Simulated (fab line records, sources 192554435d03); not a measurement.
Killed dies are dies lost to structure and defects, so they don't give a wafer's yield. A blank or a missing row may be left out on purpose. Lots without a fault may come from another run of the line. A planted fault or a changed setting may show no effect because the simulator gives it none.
Chamber matching | flow n5_finfet | N5_BEOL_M8_DESCUM_16 on rie_diel-05: 4 sister chambers
The step chemistry O2, time 7.9 s. 4 wafers are shown with their chamber, then 12 later ones without.

WAFERS WITH THEIR CHAMBER
wafer  | chamber | showerhead_plenum_p_Torr (Torr)
L088.4 | 0       | 2.00
L093.3 | 2       | 2.06
L091.2 | 3       | 2.13
L091.4 | 1       | 2.16

WAFERS WITHOUT THEIR CHAMBER
wafer  | showerhead_plenum_p_Torr (Torr)
L094.3 | 2.13
L094.4 | 2.13
L094.6 | 2.16
L096.3 | 1.99
L096.5 | 2.13
L096.6 | 1.99
L095.1 | 2.13
L095.2 | 2.15
L095.3 | 1.99
L095.4 | 1.99
L095.5 | 2.15
L095.6 | 2.13

WHICH CHAMBER EACH WENT THROUGH
wafer  | from the rows above     | in truth
L094.3 | 3                       | 3
L094.4 | 3                       | 3
L094.6 | 1                       | 1
L096.3 | 0                       | 0
L096.5 | 3                       | 3
L096.6 | 0                       | 0
L095.1 | 3                       | 3
L095.2 | can't be placed: 1 or 3 | 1
L095.3 | 0                       | 0
L095.4 | 0                       | 0
L095.5 | can't be placed: 1 or 3 | 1
L095.6 | 3                       | 3
Placed correctly: 10 of 12. Can't be placed from these rows: 2 (the true chamber is among the candidates in 2). Placed wrongly: 0.
How it was worked out, from the rows above alone: a wafer's distance from a chamber is the root of the sum, over the readings, of the square of ((its reading less the chamber's mean) divided by the reading's scatter). The wafer belongs to the nearest chamber; if the next one is less than 2 further off, it can't be placed. A chamber's mean is the mean of its shown wafers. The scatter: with one shown wafer a chamber, the root of the mean of the squares of how far each hidden wafer lies from its nearest shown one.
